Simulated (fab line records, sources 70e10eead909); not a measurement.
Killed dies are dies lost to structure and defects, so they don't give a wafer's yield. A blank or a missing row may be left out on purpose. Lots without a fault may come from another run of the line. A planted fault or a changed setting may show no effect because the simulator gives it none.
A struck lot beside a sound one | flow nand_harc | 15 steps out of a route of 1159
Sound: wafers L314.1, L314.4, L314.6. Struck: wafers L323.3, L323.4, L323.5. The cause comes at the end.
At each step with rows: each side's tool, then ch and its chambers, then its first start. Under that, the readings that differ: sound wafers | struck wafers | difference of the means | sigmas: that difference in standard deviations of wafers without a fault.
alike: readings whose means differ by less than 2 such deviations, and words and numbers that are the same on both sides. not compared: withheld readings, readings that some wafer has no value for, bounds like >300 that may hide the same value, and numbers for which the record gives no deviation and whose values overlap.
The two part at a step that has a row with sigmas, a row that says differs or no value, or rows on one side only. Numbers that don't overlap but have no deviation are shown without sigmas and don't part them. A reading that every wafer of one side lacks parts them only if that side has two wafers or more.

first, 5 steps without rows for these wafers: NHARC_A_SGD_CUT_SOFTBAKE_04 (time 55 s); NHARC_A_SGD_CUT_EBR_05; NHARC_A_SGD_CUT_EXPOSE_06 (exposes mask SGD); NHARC_A_SGD_CUT_PEB_07 (peb time 65 s); NHARC_A_SGD_CUT_DEVELOP_08 (develop time 35 s).
NHARC_A_SGD_CUT_CD_MEAS_09: target cd 100 nm.
  sound on cd_sem-01 ch 0, day 15 16:07; struck on cd_sem-02 ch 0, day 18 09:13
  alike: cd_nm
NHARC_A_SGD_CUT_OVL_MEAS_10:
  sound on overlay-01, day 15 16:12; struck on overlay-01, day 18 09:18
  alike: overlay_x_nm, overlay_y_nm
NHARC_A_SGD_CUT_INSPECT_11:
  sound on defect_inspect-01, day 15 16:14; struck on defect_inspect-01, day 18 09:20
  alike: raw_defect_count
NHARC_A_SGD_CUT_DESCUM_14: chemistry O2, time 3 s.
  sound on rie_diel-09 ch 1,2,3, day 15 16:18; struck on rie_diel-08 ch 1,3, day 18 09:24
  alike: drypump_motor_current_A, oes_product_au, rf_vpp_V, showerhead_plenum_p_Torr, throttle_valve_pct
  not compared: rf_hours_counter_h
NHARC_A_SGD_CUT_ETCH_58: etches the open film in CF4, target depth 39 nm, time 65 s.
  sound on rie_diel-09 ch 1,2,3, day 15 16:23; struck on rie_diel-08 ch 0,1,2, day 18 09:29
  alike: bias_w, cf4_flow_sccm, drypump_motor_current_A, oes_product_au, rf_vpp_V, showerhead_plenum_p_Torr, throttle_valve_pct
  not compared: rf_hours_counter_h
NHARC_A_SGD_CUT_ETCH_59: etches the open film in N2/H2, target depth 260 nm, time 406.25 s.
  sound on rie_diel-09 ch 2,3; struck on rie_diel-08 ch 0,1,3
  alike: bias_w, chamber_pressure_mTorr, drypump_motor_current_A, oes_product_au, rf_vpp_V, showerhead_plenum_p_Torr, throttle_valve_pct
  not compared: rf_hours_counter_h
NHARC_A_SGD_CUT_ETCH_15: etches the open film in CH3F/O2, target depth 75 nm, time 64.3 s.
  sound on rie_diel-09 ch 2,3; struck on rie_diel-08 ch 0,1,2
  alike: bias_w, ch3f_flow_sccm, drypump_motor_current_A, oes_product_au, rf_vpp_V, showerhead_plenum_p_Torr, throttle_valve_pct
  not compared: rf_hours_counter_h
NHARC_A_SGD_CUT_ETCH_16: etches the open film in C4F8/O2/Ar, target depth 310.5 nm, time 155.2 s.
  sound on rie_diel-09 ch 0,1,2, day 15 16:53; struck on rie_diel-08 ch 0,1,2, day 18 09:59
  no value came back on the struck wafers for bias_w (W), chamber_pressure_mTorr (mTorr), oes_product_au (a.u.), rf_vpp_V (V); on the sound wafers bias_w (W) reads 802.1 797.8 794.9
  not compared: rf_hours_counter_h
then, 1 step without rows for these wafers: NHARC_A_SGD_CUT_STRIP_60 (strips in C4F8/O2/Ar).
-- the record jumps here: 5 days lie between the struck wafers' starts before and after (it left off in module A_SGD_CUT and takes up again in module END, whose first step shown is number 1159 of the route) --
NHARC_END_SORT_01:
  sound on prober-02 ch 0, day 21 05:41; struck on prober-01 ch 0, day 23 17:32
  reading         | sound    | struck                                                               | difference                   | sigmas
  hold            | - - -    | await_dispo/2.0h/scrap await_dispo/2.0h/scrap await_dispo/2.0h/scrap | no value on the sound wafers |
  killed_at_array | 18 11 13 | 672 674 674                                                          | +659                         | +66
  killed_dies     | 21 13 14 | 677 677 677                                                          | +661                         | +66
  alike: killed_at_other, killed_at_periphery, killed_open, killed_short

WHERE THEY PART
First at NHARC_A_SGD_CUT_ETCH_16; last, within this record, at NHARC_END_SORT_01.

WHY: what the simulator had put in
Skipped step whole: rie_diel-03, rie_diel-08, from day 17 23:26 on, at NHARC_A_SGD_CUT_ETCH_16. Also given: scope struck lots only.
